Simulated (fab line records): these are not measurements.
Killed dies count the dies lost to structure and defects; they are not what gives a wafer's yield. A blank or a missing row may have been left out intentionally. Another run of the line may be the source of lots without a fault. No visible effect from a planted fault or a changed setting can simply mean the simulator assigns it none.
Chamber matching :: flow n5Finfet :: N5_SD_EPI_N_SD_RECESS_17 on rieSi-01 has 4 sister chambers
The step chemistry HBr/Cl2/O2, target depth 41 nm, time 23.7 s, bt time 3 s. 8 wafers are shown with their chamber, then 10 later ones without.

## WAFERS WITH THEIR CHAMBER
wafer: L077.4
chamber: 3
drypumpMotorCurrentA (A): 5.5
heBacksideLeakSccm (sccm): 3.5

wafer: L081.4
chamber: 3
drypumpMotorCurrentA (A): 5.5
heBacksideLeakSccm (sccm): 3.4

wafer: L084.3
chamber: 1
drypumpMotorCurrentA (A): 5.4
heBacksideLeakSccm (sccm): 2.7

wafer: L084.6
chamber: 0
drypumpMotorCurrentA (A): 6.6
heBacksideLeakSccm (sccm): 2.6

wafer: L086.1
chamber: 2
drypumpMotorCurrentA (A): 5.5
heBacksideLeakSccm (sccm): 2.7

wafer: L086.3
chamber: 1
drypumpMotorCurrentA (A): 5.5
heBacksideLeakSccm (sccm): 2.7

wafer: L086.6
chamber: 2
drypumpMotorCurrentA (A): 5.5
heBacksideLeakSccm (sccm): 2.9

wafer: L087.2
chamber: 0
drypumpMotorCurrentA (A): 6.6
heBacksideLeakSccm (sccm): 2.7

## WAFERS WITHOUT THEIR CHAMBER
wafer: L087.5
drypumpMotorCurrentA (A): 6.6
heBacksideLeakSccm (sccm): 2.7

wafer: L087.6
drypumpMotorCurrentA (A): 5.5
heBacksideLeakSccm (sccm): 2.7

wafer: L090.3
drypumpMotorCurrentA (A): 5.5
heBacksideLeakSccm (sccm): 3.0

wafer: L090.6
drypumpMotorCurrentA (A): 6.6
heBacksideLeakSccm (sccm): 2.7

wafer: L092.1
drypumpMotorCurrentA (A): 5.5
heBacksideLeakSccm (sccm): 2.8

wafer: L092.2
drypumpMotorCurrentA (A): 5.4
heBacksideLeakSccm (sccm): 2.7

wafer: L092.5
drypumpMotorCurrentA (A): 6.6
heBacksideLeakSccm (sccm): 2.7

wafer: L093.3
drypumpMotorCurrentA (A): 5.5
heBacksideLeakSccm (sccm): 3.0

wafer: L093.5
drypumpMotorCurrentA (A): 5.5
heBacksideLeakSccm (sccm): 2.4

wafer: L093.6
drypumpMotorCurrentA (A): 5.5
heBacksideLeakSccm (sccm): 2.9

## EACH ONE'S CHAMBER
wafer: L087.5
from the rows above: 0
in truth: 0

wafer: L087.6
from the rows above: can't be placed: 2 or 1
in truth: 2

wafer: L090.3
from the rows above: can't be placed: 2 or 1
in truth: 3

wafer: L090.6
from the rows above: 0
in truth: 0

wafer: L092.1
from the rows above: can't be placed: 2 or 1
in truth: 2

wafer: L092.2
from the rows above: can't be placed: 1 or 2
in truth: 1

wafer: L092.5
from the rows above: 0
in truth: 0

wafer: L093.3
from the rows above: can't be placed: 2 or 1
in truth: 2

wafer: L093.5
from the rows above: can't be placed: 1 or 2
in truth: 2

wafer: L093.6
from the rows above: can't be placed: 2 or 1
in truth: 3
Placed correctly: 3 of 10. Unplaceable from these rows: 7, with the true chamber sitting among the candidates in 5. Placed wrongly: 0.
How it was worked out, from the rows above alone: a wafer's distance from a chamber is the root of the sum, over the readings, of the square of ((its reading less the chamber's mean) divided by the reading's scatter). The wafer belongs to the nearest chamber; if the next one is less than 2 further off, it can't be placed. Each chamber's mean is taken over the wafers shown for it. The scatter is the square root of a quotient: the sum, over the shown wafers, of each reading's squared deviation from its chamber's mean, divided by wafers minus chambers.
